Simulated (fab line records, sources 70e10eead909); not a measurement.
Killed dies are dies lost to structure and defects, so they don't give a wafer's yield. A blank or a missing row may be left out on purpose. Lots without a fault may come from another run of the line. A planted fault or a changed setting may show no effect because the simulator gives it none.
Chamber matching | flow nand_harc | NHARC_A_STAIRCASE_DEP_156 on pecvd-04: 3 sister chambers
The step deposits SiNx, target thk 50 nm. 16 wafers are shown with their chamber, then 8 later ones without.

WAFERS WITH THEIR CHAMBER
wafer  | chamber | heater_power_w (W)
L076.2 | 2       | 795
L076.3 | 0       | 605
L076.4 | 0       | 625
L075.3 | 1       | 837
L075.5 | 1       | 844
L075.6 | 0       | 566
L078.2 | 0       | 670
L078.3 | 1       | 781
L078.6 | 1       | 811
L080.1 | 1       | 819
L080.4 | 1       | 824
L080.5 | 0       | 674
L091.2 | 1       | 695
L091.3 | 2       | 848
L091.5 | 2       | 860
L092.3 | 2       | 705

SIGNATURES (means of the wafers above)
reading        | chamber 0 | chamber 1 | chamber 2 | scatter within a chamber
heater_power_w | 628.00    | 801.57    | 802.00    | 54.7
Rule: a wafer's distance from a chamber is the root of the sum, over the readings, of the square of ((its reading less the chamber's mean) divided by the reading's scatter). The wafer belongs to the nearest chamber; if the next one is less than 2 further off, it can't be placed. The scatter: the root of (the sum of the squares of (reading less its chamber's mean) over the shown wafers, divided by (wafers less chambers)).

WAFERS WITHOUT THEIR CHAMBER
wafer  | heater_power_w (W)
L092.4 | 748
L092.5 | 708
L093.1 | 654
L093.2 | 700
L093.3 | 756
L094.2 | 733
L094.3 | 683
L094.5 | 699

WHICH CHAMBER EACH WENT THROUGH
wafer  | from the rows above          | in truth
L092.4 | can't be placed: 1 or 2 or 0 | 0
L092.5 | can't be placed: 0 or 1 or 2 | 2
L093.1 | 0                            | 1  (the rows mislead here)
L093.2 | can't be placed: 0 or 1 or 2 | 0
L093.3 | can't be placed: 1 or 2 or 0 | 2
L094.2 | can't be placed: 1 or 2 or 0 | 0
L094.3 | can't be placed: 0 or 1 or 2 | 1
L094.5 | can't be placed: 0 or 1 or 2 | 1
Placed correctly: 0 of 8. Can't be placed from these rows: 7 (the true chamber is among the candidates in 7). Placed wrongly: 1.
